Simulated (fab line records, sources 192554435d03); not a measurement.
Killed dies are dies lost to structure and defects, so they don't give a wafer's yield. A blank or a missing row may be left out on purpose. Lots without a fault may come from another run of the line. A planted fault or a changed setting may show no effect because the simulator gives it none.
fab line records | flow n5_finfet
record lots=24 wafers=72 last_day=17
route steps=1938 shown BEOL_M1@788 BEOL_M2@880
lots that met no fault: from a run of the same line without faults
start_h: hours from the record's first day to the start of the lot's first wafer shown | wait_h: hours since the lot's step before | " the same as in the row above | L1.1+2: a row that stands for several wafers | - no value, or no start given | * or withheld: withheld | < > ~ a bound
route shown NAME@n: a module of which the file shows steps, and the number in the route of the first | usual: mean/standard deviation of fault-free wafers | same: alike in all rows | chamber/n: place in a boat | sites: the reading at each site | _std_site: their standard deviation | _edge_site: outer sites' mean less inner sites' | radius_mm: how far each site lies from the wafer's centre | mask NAME#n: copy n | behind: the tool/chamber that last shaped the wafer | hold: why the lot was held/for how many hours/how that ended | device: the transistor (n, p or np) that didn't switch | end of line: the same wafers' tests at the end of the route | a step without rows: its recipe alone | killed: dies lost to structure and defects at the first sort, not the wafer's yield | map: a wafer's dies, x killed, . not, _ none there
set.NAME: the setting as run; set.NAME@STEP: as run at that earlier step | model.NAME: the simulator's own value behind a step, which no gauge read
steps of the route over a sample of lots; a table a step, a row a wafer
services: from which hour (start_h, from the record's first day; less than 0 if before it) a tool's chamber was out of use, for how many hours, and why
## steps
# step N5_BEOL_M1_INSPECT_30
# recipe mode=adi inspect_instrument=brightfield
# usual raw_defect_count=369/96
# columns lot.wafer tool chamber start_h wait_h raw_defect_count
L074.3 defect_inspect-02 - 126.90 0.0 302
L074.4 " - " " 273
L074.5 " - " " 448
L075.2 defect_inspect-01 - 131.96 0.0 243
L075.4 " - " " 331
L075.6 " - " " 325
L077.1 defect_inspect-01 - 135.09 0.1 309
L077.2 " - " " 410
L077.5 " - " " 314
L076.2 defect_inspect-01 - 135.16 0.0 368
L076.5 " - " " 330
L076.6 " - " " 335
L078.1 defect_inspect-02 - 145.09 0.1 334
L078.2 " - " " 519
L078.6 " - " " 314
L079.1 defect_inspect-01 - 156.19 0.1 334
L079.4 " - " " 517
L079.5 " - " " 512
L080.1 defect_inspect-01 - 156.62 0.1 278
L080.3 " - " " 301
L080.5 " - " " 400
L081.2 defect_inspect-02 - 166.53 0.0 304
L081.4 " - " " 433
L081.6 " - " " 307
L082.1 defect_inspect-01 - 175.62 0.1 666
L082.2 " - " " 576
L082.6 " - " " 606
L083.3 defect_inspect-02 - 184.90 0.0 250
L083.5 " - " " 256
L083.6 " - " " 237
L085.1 defect_inspect-02 - 187.25 0.1 230
L085.3 " - " " 271
L085.6 " - " " 189
L084.2 defect_inspect-01 - 187.95 0.0 320
L084.3 " - " " 376
L084.6 " - " " 399
L086.1 defect_inspect-02 - 196.54 0.1 498
L086.2 " - " " 375
L086.5 " - " " 336
L087.1 defect_inspect-01 - 203.08 0.1 331
L087.4 " - " " 375
L087.6 " - " " 330
L088.1 defect_inspect-02 - 206.93 0.1 439
L088.3 " - " " 449
L088.6 " - " " 352
L089.2 defect_inspect-02 - 210.43 0.0 351
L089.5 " - " " 236
L089.6 " - " " 280
L090.2 defect_inspect-02 - 215.26 0.0 446
L090.5 " - " " 442
L090.6 " - " " 421
L091.4 defect_inspect-02 - 223.61 0.0 402
L091.5 " - " " 433
L091.6 " - " " 333
L092.2 defect_inspect-01 - 239.35 0.0 427
L092.3 " - " " 503
L092.5 " - " " 602
L093.3 defect_inspect-02 - 239.64 0.0 320
L093.5 " - " " 214
L093.6 " - " " 234
L094.1 defect_inspect-02 - 240.75 0.1 297
L094.3 " - " " 387
L094.5 " - " " 251
L095.3 defect_inspect-02 - 256.05 0.0 447
L095.4 " - " " 311
L095.5 " - " " 474
L096.3 defect_inspect-01 - 256.23 0.0 443
L096.5 " - " " 465
L096.6 " - " " 560
L097.1 defect_inspect-01 - 262.26 0.1 233
L097.2 " - " " 420
L097.6 " - " " 270
# step N5_BEOL_M1_SPUTTER_79
# recipe material=Cu target_thk_a=45 temp_c=-20 chamber_pressure_pa=0.07 power_w=withheld time_s=8.29
# usual throttle_valve_pct=30.1/0.99
# columns lot.wafer tool chamber start_h wait_h throttle_valve_pct
L074.3 pvd_sputter-02 - 129.29 0.1 30.6
L074.4 " - " " 31.3
L074.5 " - " " 31.2
L075.2 pvd_sputter-02 - 134.38 0.1 30.8
L075.4 " - " " 31.6
L075.6 " - " " 31.4
L077.1 pvd_sputter-01 - 141.55 0.1 28.9
L077.2 " - " " 31.5
L077.5 " - " " 29.0
L076.2 pvd_sputter-02 - 141.64 0.1 31.0
L076.5 " - " " 31.3
L076.6 " - " " 30.5
L078.1 pvd_sputter-01 - 149.11 0.1 28.9
L078.2 " - " " 31.5
L078.6 " - " " 31.0
L080.1 pvd_sputter-02 - 160.09 0.1 30.4
L080.3 " - " " 31.0
L080.5 " - " " 31.3
L079.1 pvd_sputter-03 - 160.41 0.1 30.1
L079.4 " - " " 28.2
L079.5 " - " " 30.2
L081.2 pvd_sputter-03 - 171.94 0.1 30.0
L081.4 " - " " 28.3
L081.6 " - " " 29.6
L082.1 pvd_sputter-02 - 181.35 0.1 31.0
L082.2 " - " " 29.6
L082.6 " - " " 30.6
L083.3 pvd_sputter-03 - 190.30 0.1 29.9
L083.5 " - " " 30.2
L083.6 " - " " 28.3
L085.1 pvd_sputter-02 - 192.13 0.1 30.5
L085.3 " - " " 31.3
L085.6 " - " " 31.1
L084.2 pvd_sputter-01 - 195.50 0.1 31.2
L084.3 " - " " 28.8
L084.6 " - " " 31.8
L086.1 pvd_sputter-02 - 199.71 0.1 29.2
L086.2 " - " " 30.8
L086.5 " - " " 29.5
L087.1 pvd_sputter-01 - 208.55 0.1 29.0
L087.4 " - " " 31.2
L087.6 " - " " 28.9
L088.1 pvd_sputter-01 - 211.73 0.1 31.3
L088.3 " - " " 29.3
L088.6 " - " " 29.0
L089.2 pvd_sputter-01 - 214.92 0.1 29.3
L089.5 " - " " 30.9
L089.6 " - " " 31.6
L090.2 pvd_sputter-01 - 225.28 0.1 29.2
L090.5 " - " " 29.1
L090.6 " - " " 29.4
L091.4 pvd_sputter-01 - 228.96 0.1 29.1
L091.5 " - " " 29.1
L091.6 " - " " 29.3
L092.2 pvd_sputter-03 - 242.45 0.1 28.1
L092.3 " - " " 30.2
L092.5 " - " " 30.0
L093.3 pvd_sputter-03 - 245.21 0.1 30.3
L093.5 " - " " 29.4
L093.6 " - " " 30.2
L094.1 pvd_sputter-03 - 247.05 0.1 29.1
L094.3 " - " " 30.0
L094.5 " - " " 28.2
L096.3 pvd_sputter-03 - 260.28 0.1 30.2
L096.5 " - " " 29.7
L096.6 " - " " 30.1
L095.3 pvd_sputter-03 - 263.68 0.1 30.1
L095.4 " - " " 30.4
L095.5 " - " " 29.2
L097.1 pvd_sputter-01 - 264.76 0.1 29.0
L097.2 " - " " 31.6
L097.6 " - " " 29.3
# step N5_BEOL_M1_ANNEAL_80
# recipe temp_c=400 time_s=240 ambient=vacuum
# usual heater_power_w=813/69
# columns lot.wafer tool chamber start_h wait_h heater_power_w
L074.3 pvd_sputter-02 - 129.37 0.0 722
L074.4 " - " " 837
L074.5 " - " " 818
L075.2 pvd_sputter-02 - 134.46 0.0 783
L075.4 " - " " 814
L075.6 " - " " 841
L077.1 pvd_sputter-01 - 141.63 0.0 912
L077.2 " - " " 950
L077.5 " - " " 796
L076.2 pvd_sputter-02 - 141.72 0.0 780
L076.5 " - " " 844
L076.6 " - " " 714
L078.1 pvd_sputter-01 - 149.20 0.0 887
L078.2 " - " " 940
L078.6 " - " " 785
L080.1 pvd_sputter-02 - 160.17 0.0 740
L080.3 " - " " 767
L080.5 " - " " 775
L079.1 pvd_sputter-03 - 160.49 0.0 775
L079.4 " - " " 836
L079.5 " - " " 777
L081.2 pvd_sputter-03 - 172.02 0.0 780
L081.4 " - " " 825
L081.6 " - " " 833
L082.1 pvd_sputter-02 - 181.43 0.0 773
L082.2 " - " " 859
L082.6 " - " " 780
L083.3 pvd_sputter-03 - 190.38 0.0 775
L083.5 " - " " 782
L083.6 " - " " 807
L085.1 pvd_sputter-02 - 192.21 0.0 700
L085.3 " - " " 821
L085.6 " - " " 845
L084.2 pvd_sputter-01 - 195.58 0.0 731
L084.3 " - " " 923
L084.6 " - " " 954
L086.1 pvd_sputter-02 - 199.79 0.0 847
L086.2 " - " " 782
L086.5 " - " " 865
L087.1 pvd_sputter-01 - 208.63 0.0 877
L087.4 " - " " 956
L087.6 " - " " 891
L088.1 pvd_sputter-01 - 211.81 0.0 955
L088.3 " - " " 901
L088.6 " - " " 777
L089.2 pvd_sputter-01 - 215.00 0.0 893
L089.5 " - " " 771
L089.6 " - " " 962
L090.2 pvd_sputter-01 - 225.36 0.0 893
L090.5 " - " " 904
L090.6 " - " " 788
L091.4 pvd_sputter-01 - 229.04 0.0 909
L091.5 " - " " 911
L091.6 " - " " 790
L092.2 pvd_sputter-03 - 242.53 0.0 803
L092.3 " - " " 770
L092.5 " - " " 778
L093.3 pvd_sputter-03 - 245.29 0.0 732
L093.5 " - " " 808
L093.6 " - " " 725
L094.1 pvd_sputter-03 - 247.13 0.0 823
L094.3 " - " " 791
L094.5 " - " " 805
L096.3 pvd_sputter-03 - 260.36 0.0 705
L096.5 " - " " 839
L096.6 " - " " 725
L095.3 pvd_sputter-03 - 263.76 0.0 718
L095.4 " - " " 784
L095.5 " - " " 816
L097.1 pvd_sputter-01 - 264.84 0.0 908
L097.2 " - " " 951
L097.6 " - " " 793
# step N5_BEOL_M1_SPUTTER_86
# recipe material=Cu target_thk_a=45 temp_c=-20 chamber_pressure_pa=0.07 power_w=withheld time_s=8.29
# usual throttle_valve_pct=30.1/0.97
# columns lot.wafer tool chamber start_h wait_h throttle_valve_pct
L074.3 pvd_sputter-02 - 129.73 0.1 30.6
L074.4 " - " " 31.3
L074.5 " - " " 31.7
L075.2 pvd_sputter-02 - 134.82 0.1 31.1
L075.4 " - " " 31.4
L075.6 " - " " 31.2
L077.1 pvd_sputter-01 - 141.99 0.1 28.8
L077.2 " - " " 31.6
L077.5 " - " " 29.3
L076.2 pvd_sputter-02 - 142.08 0.1 30.9
L076.5 " - " " 31.6
L076.6 " - " " 30.6
L078.1 pvd_sputter-01 - 149.59 0.1 29.3
L078.2 " - " " 31.5
L078.6 " - " " 30.9
L080.1 pvd_sputter-02 - 160.53 0.1 30.4
L080.3 " - " " 30.9
L080.5 " - " " 30.8
L079.1 pvd_sputter-03 - 160.85 0.1 30.1
L079.4 " - " " 28.4
L079.5 " - " " 30.1
L081.2 pvd_sputter-03 - 172.38 0.1 29.9
L081.4 " - " " 28.3
L081.6 " - " " 29.7
L082.1 pvd_sputter-02 - 181.79 0.1 31.1
L082.2 " - " " 29.4
L082.6 " - " " 31.1
L083.3 pvd_sputter-03 - 190.74 0.1 30.0
L083.5 " - " " 30.0
L083.6 " - " " 28.4
L085.1 pvd_sputter-02 - 192.57 0.1 30.2
L085.3 " - " " 31.4
L085.6 " - " " 31.4
L084.2 pvd_sputter-01 - 195.94 0.1 30.8
L084.3 " - " " 29.2
L084.6 " - " " 31.6
L086.1 pvd_sputter-02 - 200.15 0.1 29.5
L086.2 " - " " 30.9
L086.5 " - " " 29.5
L087.1 pvd_sputter-01 - 208.99 0.1 28.9
L087.4 " - " " 31.8
L087.6 " - " " 29.3
L088.1 pvd_sputter-01 - 212.17 0.1 31.5
L088.3 " - " " 29.0
L088.6 " - " " 29.2
L089.2 pvd_sputter-01 - 215.36 0.1 29.0
L089.5 " - " " 31.3
L089.6 " - " " 31.6
L090.2 pvd_sputter-01 - 225.72 0.1 29.1
L090.5 " - " " 29.0
L090.6 " - " " 29.1
L091.4 pvd_sputter-01 - 229.40 0.1 29.0
L091.5 " - " " 28.9
L091.6 " - " " 29.1
L092.2 pvd_sputter-03 - 242.89 0.1 28.3
L092.3 " - " " 30.0
L092.5 " - " " 30.2
L093.3 pvd_sputter-03 - 245.65 0.1 30.3
L093.5 " - " " 29.7
L093.6 " - " " 30.2
L094.1 pvd_sputter-03 - 247.49 0.1 29.5
L094.3 " - " " 30.2
L094.5 " - " " 28.6
L096.3 pvd_sputter-03 - 260.72 0.1 30.2
L096.5 " - " " 29.5
L096.6 " - " " 30.1
L095.3 pvd_sputter-03 - 264.12 0.1 30.3
L095.4 " - " " 29.8
L095.5 " - " " 29.7
L097.1 pvd_sputter-01 - 265.20 0.1 29.0
L097.2 " - " " 31.5
L097.6 " - " " 29.1
# step N5_BEOL_M1_SPUTTER_94
# recipe material=Cu target_thk_a=45 temp_c=-20 chamber_pressure_pa=0.07 power_w=withheld time_s=8.29
# usual throttle_valve_pct=30.1/0.98
# columns lot.wafer tool chamber start_h wait_h throttle_valve_pct
L074.3 pvd_sputter-02 - 130.61 0.1 30.3
L074.4 " - " " 31.3
L074.5 " - " " 31.9
L075.2 pvd_sputter-02 - 135.70 0.1 31.0
L075.4 " - " " 31.7
L075.6 " - " " 31.6
L077.1 pvd_sputter-01 - 142.87 0.1 29.1
L077.2 " - " " 31.5
L077.5 " - " " 28.9
L076.2 pvd_sputter-02 - 142.96 0.1 30.8
L076.5 " - " " 31.6
L076.6 " - " " 30.5
L078.1 pvd_sputter-01 - 150.54 0.1 29.2
L078.2 " - " " 31.8
L078.6 " - " " 31.1
L080.1 pvd_sputter-02 - 161.41 0.1 30.7
L080.3 " - " " 31.1
L080.5 " - " " 31.0
L079.1 pvd_sputter-03 - 161.73 0.1 30.2
L079.4 " - " " 28.6
L079.5 " - " " 29.8
L081.2 pvd_sputter-03 - 173.26 0.1 30.3
L081.4 " - " " 28.2
L081.6 " - " " 29.6
L082.1 pvd_sputter-02 - 182.67 0.1 31.0
L082.2 " - " " 29.6
L082.6 " - " " 31.0
L083.3 pvd_sputter-03 - 191.62 0.1 30.0
L083.5 " - " " 30.1
L083.6 " - " " 28.5
L085.1 pvd_sputter-02 - 193.45 0.1 30.4
L085.3 " - " " 31.2
L085.6 " - " " 31.4
L084.2 pvd_sputter-01 - 196.82 0.1 31.2
L084.3 " - " " 29.4
L084.6 " - " " 31.6
L086.1 pvd_sputter-02 - 201.03 0.1 29.9
L086.2 " - " " 31.1
L086.5 " - " " 29.7
L087.1 pvd_sputter-01 - 209.87 0.1 29.1
L087.4 " - " " 31.5
L087.6 " - " " 29.2
L088.1 pvd_sputter-01 - 213.05 0.1 31.4
L088.3 " - " " 29.0
L088.6 " - " " 29.2
L089.2 pvd_sputter-01 - 216.24 0.1 29.0
L089.5 " - " " 31.2
L089.6 " - " " 31.4
L090.2 pvd_sputter-01 - 226.60 0.1 28.9
L090.5 " - " " 28.7
L090.6 " - " " 29.2
L091.4 pvd_sputter-01 - 230.28 0.1 29.3
L091.5 " - " " 29.2
L091.6 " - " " 29.3
L092.2 pvd_sputter-03 - 243.77 0.1 28.2
L092.3 " - " " 30.3
L092.5 " - " " 30.2
L093.3 pvd_sputter-03 - 246.53 0.1 30.1
L093.5 " - " " 29.4
L093.6 " - " " 30.2
L094.1 pvd_sputter-03 - 248.37 0.1 29.8
L094.3 " - " " 30.5
L094.5 " - " " 28.6
L096.3 pvd_sputter-03 - 261.60 0.1 30.3
L096.5 " - " " 29.6
L096.6 " - " " 30.4
L095.3 pvd_sputter-03 - 265.00 0.1 30.0
L095.4 " - " " 30.1
L095.5 " - " " 29.8
L097.1 pvd_sputter-01 - 266.08 0.1 28.9
L097.2 " - " " 31.5
L097.6 " - " " 29.4
# step N5_BEOL_M2_ETCH_77
# recipe chemistry=N2/H2 target=underlayer target_depth_a=65 mask_material=CAR-EUV time_s=5.2 ion_energy_ev=200 pressure_mtorr=30 source_w=840 bias_w=150 n2_flow_sccm=200 h2_flow_sccm=200 ends=cleared
# usual drypump_motor_current_A=5.3/0.55 etch_rf_on_time_s=5.27/0.15 n2_flow_sccm=200.0/0.66 oes_product_au=0.67/0.089 rf_vpp_V=523.2/2.6 showerhead_plenum_p_Torr=2.52/0.073 throttle_valve_pct=17.79/0.28
# columns lot.wafer tool chamber start_h wait_h drypump_motor_current_A etch_rf_on_time_s n2_flow_sccm oes_product_au rf_hours_counter_h rf_vpp_V showerhead_plenum_p_Torr throttle_valve_pct
L074.3 rie_diel-05 3 134.40 0.0 4.9 5.09 200.8 0.65 172 521.4 2.43 17.89
L074.4 " 2 " " 5.2 5.15 199.8 0.73 - 525.6 2.57 17.32
L074.5 " 1 " " 6.4 5.61 200.3 0.63 - 519.0 2.46 18.00
L075.2 rie_diel-01 3 140.59 0.0 4.9 5.42 200.4 0.58 229 523.9 2.52 17.74
L075.4 " 0 " " 4.9 5.27 200.0 0.56 250 524.1 2.47 17.78
L075.6 " 3 " " 4.9 5.40 200.4 0.57 - 522.3 2.52 17.78
L077.1 rie_diel-04 3 149.18 0.0 4.9 5.38 199.1 0.59 188 526.1 2.62 18.06
L077.2 " 1 " " 5.3 5.44 200.3 0.57 247 522.3 2.40 17.99
L077.5 " 1 " " 5.3 5.36 199.8 0.57 - 519.3 2.40 18.01
L076.2 rie_diel-04 1 149.45 0.0 5.3 5.48 200.1 0.56 247 521.5 2.40 17.97
L076.5 " 0 " " 5.5 5.31 200.8 0.58 - 522.2 2.51 18.34
L076.6 " 3 " " 4.9 5.42 199.6 0.59 - 526.6 2.62 18.04
L078.1 rie_diel-04 3 153.93 0.0 4.8 5.33 198.6 0.60 190 528.6 2.62 18.05
L078.2 " 2 " " 5.3 5.14 200.5 0.61 181 521.7 2.45 17.78
L078.6 " 2 " " 5.3 5.04 199.8 0.62 - 523.8 2.45 17.75
L080.1 rie_diel-01 3 164.76 0.0 4.9 5.39 200.4 0.56 240 524.3 2.51 17.79
L080.3 " 2 " " 6.3 5.45 200.2 0.57 237 521.2 2.51 18.06
L080.5 " 0 " " 4.9 5.25 200.0 0.80 - 522.4 2.47 17.48
L079.1 rie_diel-04 2 166.27 0.0 5.3 5.10 200.2 0.62 187 519.0 2.45 17.75
L079.4 " 2 " " 5.3 5.15 200.2 0.62 - 522.4 2.45 17.78
L079.5 " 3 " " 4.9 5.40 200.2 0.60 - 526.1 2.61 18.10
L081.2 rie_diel-05 3 178.55 0.0 4.8 5.13 198.8 0.63 187 521.7 2.42 17.91
L081.4 " 0 " " 6.0 5.15 200.3 0.79 12 521.2 2.51 17.48
L081.6 " 2 " " 5.2 5.11 200.9 0.71 - 526.1 2.56 17.32
L082.1 rie_diel-01 3 187.99 0.0 4.8 5.38 200.1 0.57 247 521.8 2.51 17.78
L082.2 " 2 " " 6.3 5.49 200.8 0.55 244 522.6 2.51 18.06
L082.6 " 1 " " 4.7 5.28 199.8 0.62 - 525.2 2.62 17.94
L083.3 rie_diel-04 3 195.27 0.0 4.9 5.39 199.9 0.59 210 526.7 2.61 18.11
L083.5 " 3 " " 4.9 5.36 200.2 0.59 - 526.7 2.61 18.09
L083.6 " 1 " " 5.4 5.29 200.1 0.79 - 529.0 2.71 17.67
L085.1 rie_diel-05 2 199.13 0.0 5.2 5.13 199.8 0.70 73 523.1 2.56 17.33
L085.3 " 0 " " 6.0 5.24 200.2 0.77 17 522.5 2.51 17.48
L085.6 " 0 " " 5.9 5.25 199.8 0.79 - 521.8 2.51 17.49
L084.2 rie_diel-04 3 200.42 0.0 4.9 5.43 200.4 0.58 212 528.5 2.61 18.07
L084.3 " 1 " " 5.3 5.31 199.9 0.78 11 526.2 2.71 17.67
L084.6 " 3 " " 4.9 5.39 199.6 0.59 - 526.3 2.61 18.08
L086.1 rie_diel-04 1 204.18 0.0 5.3 5.31 199.8 0.78 13 527.5 2.71 17.66
L086.2 " 2 " " 5.3 5.17 200.3 0.60 205 521.1 2.44 17.81
L086.5 " 0 " " 5.5 5.15 199.4 0.87 - 522.2 2.50 17.94
L087.1 rie_diel-05 1 213.02 0.0 6.4 5.63 199.7 0.62 183 521.3 2.45 18.09
L087.4 " 3 " " 4.9 5.14 199.0 0.63 198 518.5 2.42 17.93
L087.6 " 2 " " 5.2 5.19 200.3 0.69 - 524.0 2.56 17.36
L088.1 rie_diel-01 1 216.02 0.0 4.7 5.23 199.5 0.62 213 524.6 2.62 17.97
L088.3 " 3 " " 4.9 5.14 199.7 0.83 2 523.7 2.51 17.46
L088.6 " 1 " " 4.7 5.22 199.3 0.62 - 524.4 2.62 17.95
L089.2 rie_diel-01 0 221.10 0.0 4.9 5.15 199.9 0.78 28 525.2 2.46 17.52
L089.5 " 0 " " 4.9 5.12 200.5 0.77 - 521.7 2.46 17.52
L089.6 " 3 " " 4.9 5.05 200.7 0.83 - 523.3 2.51 17.46
L090.2 rie_diel-01 0 232.95 0.0 4.9 5.19 198.7 0.75 33 522.5 2.46 17.49
L090.5 " 0 " " 4.9 5.23 198.8 0.76 - 524.5 2.46 17.54
L090.6 " 1 " " 4.7 5.24 200.1 0.61 - 525.6 2.61 17.99
L091.4 rie_diel-05 0 234.96 0.0 6.0 5.22 199.8 0.77 29 521.5 2.50 17.53
L091.5 " 2 " " 5.2 5.13 199.4 0.69 - 525.8 2.56 17.36
L091.6 " 1 " " 6.4 5.61 200.0 0.61 - 520.3 2.45 18.09
L092.2 rie_diel-05 1 249.05 0.0 6.4 5.64 199.6 0.60 195 520.7 2.45 18.07
L092.3 " 2 " " 5.2 5.10 199.8 0.69 91 527.0 2.55 17.35
L092.5 " 1 " " 6.4 5.65 199.2 0.59 - 520.5 2.45 18.09
L093.3 rie_diel-01 2 249.94 0.0 6.3 5.36 198.8 0.79 9 521.8 2.50 17.69
L093.5 " 3 " " 4.9 5.09 200.6 0.80 - 523.0 2.50 17.48
L093.6 " 0 " " 4.9 5.12 200.5 0.75 - 520.1 2.46 17.54
L094.1 rie_diel-01 3 251.33 0.0 4.9 5.10 199.2 0.79 16 523.3 2.50 17.48
L094.3 " 2 " " 6.4 5.42 200.5 0.78 9 522.0 2.50 17.68
L094.5 " 3 " " 4.8 5.11 199.8 0.79 - 522.0 2.50 17.48
L096.3 rie_diel-01 3 264.87 0.0 4.9 5.14 200.3 0.78 20 524.4 2.50 17.49
L096.5 " 1 " " 4.7 5.23 200.3 0.59 - 527.9 2.61 18.00
L096.6 " 2 " " 6.3 5.44 201.4 0.77 - 523.8 2.50 17.70
L095.3 rie_diel-01 0 268.32 0.0 4.9 5.17 200.2 0.73 45 523.9 2.45 17.54
L095.4 " 3 " " 4.9 5.06 200.8 0.78 21 521.1 2.50 17.50
L095.5 " 0 " " 4.9 5.17 201.1 0.74 - 518.5 2.45 17.54
L097.1 rie_diel-01 3 271.02 0.0 4.8 5.15 198.6 0.77 22 521.2 2.50 17.49
L097.2 " 1 " " 4.7 5.22 200.6 0.60 233 525.0 2.61 17.99
L097.6 " 1 " " 4.7 5.23 200.6 0.60 - 527.5 2.61 18.01
## services
# columns tool chamber start_h hours kind
rie_diel-01 2 107.31 5.2 repair
rie_diel-05 2 120.99 4.6 repair
rie_diel-01 0 141.86 - clean
rie_diel-01 0 141.86 - consumable_replace:focus_ring
rie_diel-01 0 141.86 13.6 scheduled_down
rie_diel-01 0 141.86 13.6 vent_cycle
pvd_sputter-01 - 144.28 0.7 repair
rie_diel-04 1 152.74 6.5 repair
rie_diel-04 1 165.36 - clean
rie_diel-04 1 165.36 - consumable_replace:focus_ring
rie_diel-04 1 165.36 - consumable_replace:showerhead
rie_diel-04 1 165.36 12.3 scheduled_down
pvd_sputter-02 - 177.09 4.0 repair
rie_diel-01 3 197.18 - clean
rie_diel-01 3 197.18 - consumable_replace:focus_ring
rie_diel-01 3 197.18 15.6 scheduled_down
rie_diel-01 3 197.18 15.6 vent_cycle
rie_diel-01 2 212.78 - clean
rie_diel-01 2 212.78 - consumable_replace:focus_ring
rie_diel-01 2 212.78 15.4 scheduled_down
rie_diel-01 2 212.78 15.4 vent_cycle
rie_diel-04 - 240.99 2.6 repair
rie_diel-05 1 254.24 8.0 repair
rie_diel-01 0 269.87 1.4 repair
## key
fault none
